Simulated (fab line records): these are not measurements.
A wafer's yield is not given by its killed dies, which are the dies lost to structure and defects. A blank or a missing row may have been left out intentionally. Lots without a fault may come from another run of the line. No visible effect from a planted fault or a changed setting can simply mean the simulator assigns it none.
Problem report in the 8D (eight disciplines) form, filled by code    flow nandHarc    the parts of the form that need people (team, actions taken, sign-off) are left out

## 1. THE ISSUE
At NHARC_END_SORT_01, killedDies averages 676 over 3 wafers from 2 lots, while fault-free wafers read 58, standard deviation 17. That is +36 standard deviations from the usual mean.
The first sign was on wafer L587.3 at day 28 08:09, on prober-01. The record has a number at this step for 6 wafers belonging to 2 lots. Rule for "out" (also "out of limits"): further than 4 standard deviations from the usual mean. Any other wafer with a number is counted as sound.

## 2. WHAT IT IS AND WHAT IT IS NOT
question                     is                         is not
which readings at this step  killedDies, killedAtArray  killedOpen, killedShort
which lots                   L587, L589                 -
which wafers of those lots   L587.3, L587.4, L589.4     L587.6, L589.1, L589.5
read on which gauges         prober-01                  -
when                         from day 28 08:09          up to then (0 sound wafers); but 3 sound wafers of L587, L589 came after

## 3. THE SUSPECTS, EACH WITH WHAT RULES IT OUT
Counting: a tool at a process step up to the reading stays a suspect if it ran every lot that is out. Sound lots after the first of them don't rule it out here, since some wafers of a struck lot are sound.
- the gauge at NHARC_END_SORT_01: kept. All the wafers that are out were read on prober-01, and no step on other tools shows them out.
- pecvd-04 at NHARC_A_CONTACT_DEP_29 (deposits SiON, target thk 100 nm): kept. It ran every lot that is out, first L587 (day 25 09:37).
- rtpAnneal-01 at NHARC_A_BONDPAD_ANNEAL_28 (time 90 s): kept. It ran every lot that is out, first L587 (day 27 02:42).
- plasmaAsher-01 at NHARC_THIN_TSV_STRIP_45 (strips in O2): kept. It ran every lot that is out, first L587 (day 27 16:50).
Left after counting: pecvd-04 at NHARC_A_CONTACT_DEP_29, rtpAnneal-01 at NHARC_A_BONDPAD_ANNEAL_28, plasmaAsher-01 at NHARC_THIN_TSV_STRIP_45, prober-01 at NHARC_END_SORT_01.

## 4. THE CAUSE (what the simulator had put in)
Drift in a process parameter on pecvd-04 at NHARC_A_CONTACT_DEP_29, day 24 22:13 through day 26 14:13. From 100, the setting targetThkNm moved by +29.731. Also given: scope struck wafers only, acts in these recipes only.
Of the 4 suspects that counting leaves, this tool is one.

## 5. SEQUENCE OF EFFECTS, ordered by route
Each row: a reading where the mean over the struck wafers with a number is more than 3 standard deviations away from the usual. Only readings whose record carries a usual standard deviation are examined. hours: median over the lots of the time between each lot's start at the first step of this table that gives one and its start at this step. sigmas: the change, counted in usual standard deviations.
hours  step               reading        usual  on struck wafers  change  sigmas
0      NHARC_END_SORT_01  killedAtArray  54     667               +613    +36
0      NHARC_END_SORT_01  killedDies     58     676               +618    +36

## 6. WHAT WOULD HAVE CAUGHT IT SOONER
Counted from the fault's start at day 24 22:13, it took 82 hours until the first out-of-limits reading at a measuring or inspecting step in this record, taken at day 28 08:09.
No tool reading at NHARC_A_CONTACT_DEP_29 that has a usual standard deviation in the record was out on any struck wafer, so an alarm limit of 4 standard deviations on those readings would not have fired.
Lots out: 2; all had begun NHARC_A_CONTACT_DEP_29 on pecvd-04 by day 28 08:09. Holding the tool at that point would not have protected any of them.
